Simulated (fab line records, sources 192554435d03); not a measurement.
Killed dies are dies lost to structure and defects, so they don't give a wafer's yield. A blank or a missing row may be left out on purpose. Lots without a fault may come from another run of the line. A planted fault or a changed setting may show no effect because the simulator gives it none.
Split-lot experiment | flow n5_finfet | 7 lots, 21 wafers read, on a route of 1938 steps

THE SPLIT
At N5_BEOL_M9_ALD_74 (deposits TaN, target thk 2 nm, pulse time 2 s, purge time 3 s), the setting ald_cycles was moved away from the recipe's 40 on 7 of the 21 wafers read, by -15.0% to +12.5%. The other wafers ran this setting at the recipe's value.

The reading is taken at the split's own step.

THE READING
TaN_of_BEOL_M9_ALD_74.thk_nm (the simulator's own value, which no gauge read), in nm, at N5_BEOL_M9_ALD_74 (deposits TaN, target thk 2 nm, pulse time 2 s, purge time 3 s). The file gives no usual value for it.

wafer  | tool, chamber at the split | ald_cycles as run | against the recipe | TaN_of_BEOL_M9_ALD_74.thk_nm, nm | against lot-mates on the recipe
L076.1 | ald_metal-03, 1,3,1        | 40                | recipe             | 2                                | -
L076.4 | ald_metal-03, 1,3,1        | 40                | recipe             | 2                                | -
L076.6 | ald_metal-03, 1,3,1        | 40                | recipe             | 2                                | -
L079.2 | ald_metal-02, 2,3,0        | 45                | +12.5%             | 2.2                              | no lot-mate on the recipe
L079.3 | ald_metal-02, 2,3,0        | 45                | +12.5%             | 2.2                              | no lot-mate on the recipe
L079.6 | ald_metal-02, 2,3,0        | 45                | +12.5%             | 2.2                              | no lot-mate on the recipe
L081.3 | ald_metal-02, 0            | 40                | recipe             | 2                                | -
L081.4 | ald_metal-02, 2,3          | 36                | -10.0%             | 1.8                              | -0.2
L081.5 | ald_metal-02, 2,3          | 36                | -10.0%             | 1.8                              | -0.2
L083.1 | ald_metal-03, 1,2          | 34                | -15.0%             | 1.6                              | -0.4
L083.3 | ald_metal-03, 1,2          | 34                | -15.0%             | 1.6                              | -0.4
L083.6 | ald_metal-03, 3            | 40                | recipe             | 2                                | -
L086.1 | ald_metal-02, 0,1,2        | 40                | recipe             | 2                                | -
L086.2 | ald_metal-02, 0,1,2        | 40                | recipe             | 2                                | -
L086.3 | ald_metal-02, 0,1,2        | 40                | recipe             | 2                                | -
L088.4 | ald_metal-01, 0,2,3        | 40                | recipe             | 2                                | -
L088.5 | ald_metal-01, 0,2,3        | 40                | recipe             | 2                                | -
L088.6 | ald_metal-01, 0,2,3        | 40                | recipe             | 2                                | -
L089.1 | ald_metal-02, 2,3,0        | 40                | recipe             | 2                                | -
L089.2 | ald_metal-02, 2,3,0        | 40                | recipe             | 2                                | -
L089.6 | ald_metal-02, 2,3,0        | 40                | recipe             | 2                                | -
Where a row lists several chambers, the file gives one row for several wafers and doesn't say which wafer went through which chamber.

THE FIT
A straight line over all 21 wafers: TaN_of_BEOL_M9_ALD_74.thk_nm changes by +0.0208 nm for each +1% of ald_cycles; r = +0.98; the points scatter about the line by 0.033 nm.
The same after taking each lot's own level away (the mean of its wafers on the recipe; 18 wafers): +0.0248 nm for each +1%; r = +0.99; scatter 0.02 nm.
On that fit, the largest move of ald_cycles shifts the reading by 0.37 nm.
The lots' own levels span 2.00 to 2.00 nm.
So the lot-to-lot level changes the slope: the two fits differ.
Check: with one of the wafers moved furthest among these (-15.0%) left out of the fit, the line predicts -0.353 nm for it against its lot-mates. It came out at -0.4 nm against them.

OTHER SPLITS ON THESE WAFERS
These wafers also went through other splits before the reading. Each is held against what the fit with the lots' levels taken away leaves over:
other split on the same wafers | wafers away from the commonest value | r with TaN_of_BEOL_M9_ALD_74.thk_nm (lot level and that fit taken away)
N5_BEOL_M6_ALD_77 ald_cycles   | 10                                   | -0.03
N5_BEOL_M7_DEP_56 time_s       | 6                                    | -0.27
N5_BEOL_M9_ILD_DEP_00 time_s   | 5                                    | +0.13
N5_BEOL_M9_COAT_05 spin_rpm    | 9                                    | +0.22

THE FILE'S OWN FIT
TaN_of_BEOL_M9_ALD_74.thk_nm changes by +0.0246 nm for each +1% of ald_cycles, r = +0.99.
